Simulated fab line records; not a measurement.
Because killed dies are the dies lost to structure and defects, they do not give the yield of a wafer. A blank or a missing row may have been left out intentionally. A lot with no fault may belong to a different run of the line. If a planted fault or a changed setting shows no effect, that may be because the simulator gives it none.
Chamber matching -- flow n5_finfet -- rie_diel-05 running N5_PMOS_HMC_CHANNEL_EPI_DESCUM_14: 4 sister chambers
The step chemistry O2, time 7.9 s. 14 wafers are shown with their chamber, then 7 later ones without.

## WAFERS, EACH WITH ITS CHAMBER
wafer,chamber,showerhead_plenum_p_Torr (Torr),drypump_motor_current_A (A),throttle_valve_pct (%)
L074.4,3,2.05,5.0,19.95
L074.5,0,2.14,5.5,20.14
L074.6,3,2.05,5.0,19.96
L077.2,2,2.17,5.7,20.02
L077.4,2,2.17,5.8,20.03
L077.5,1,1.99,5.8,20.35
L080.1,3,2.05,5.0,19.97
L080.5,2,2.16,5.7,20.01
L080.6,3,2.05,5.0,19.98
L083.1,0,2.14,5.5,19.78
L083.2,1,1.99,5.8,20.36
L083.5,3,2.05,5.0,19.98
L084.1,0,2.14,5.5,19.78
L084.2,3,2.05,5.0,19.99

SIGNATURES (means of the wafers above)
reading,chamber 0,chamber 1,chamber 2,chamber 3,scatter within a chamber
showerhead_plenum_p_Torr,2.1400,1.9900,2.1667,2.0500,0.00258
drypump_motor_current_A,5.500,5.800,5.733,5.000,0.0258
throttle_valve_pct,19.9000,20.3550,20.0200,19.9717,0.0937
Rule: a wafer lies at a distance from a chamber equal to the root of the sum of squares, over the readings, of (its reading less the chamber's mean, divided by the reading's scatter). If the next closest chamber is less than 2 further off than the closest, the wafer can't be placed; otherwise it belongs to the closest. How the scatter is found: for the shown wafers, subtract from each reading the mean of its chamber, square and add these, divide the total by (wafers less chambers), then take the root.

## WAFERS WITH NO CHAMBER GIVEN
wafer,showerhead_plenum_p_Torr (Torr),drypump_motor_current_A (A),throttle_valve_pct (%)
L084.4,2.16,5.7,20.04
L086.1,2.16,5.7,20.04
L086.3,2.13,5.5,19.79
L086.4,1.99,5.8,20.38
L091.1,2.04,5.0,20.00
L091.4,1.99,5.8,20.38
L091.5,2.04,5.0,19.99

## WHICH CHAMBER EACH ONE RAN IN
wafer,from the rows above,in truth
L084.4,2,2
L086.1,2,2
L086.3,0,0
L086.4,1,1
L091.1,3,3
L091.4,1,1
L091.5,3,3
Placed correctly: 7 of 7. From these rows, 0 cannot be placed. Number placed wrongly: 0.
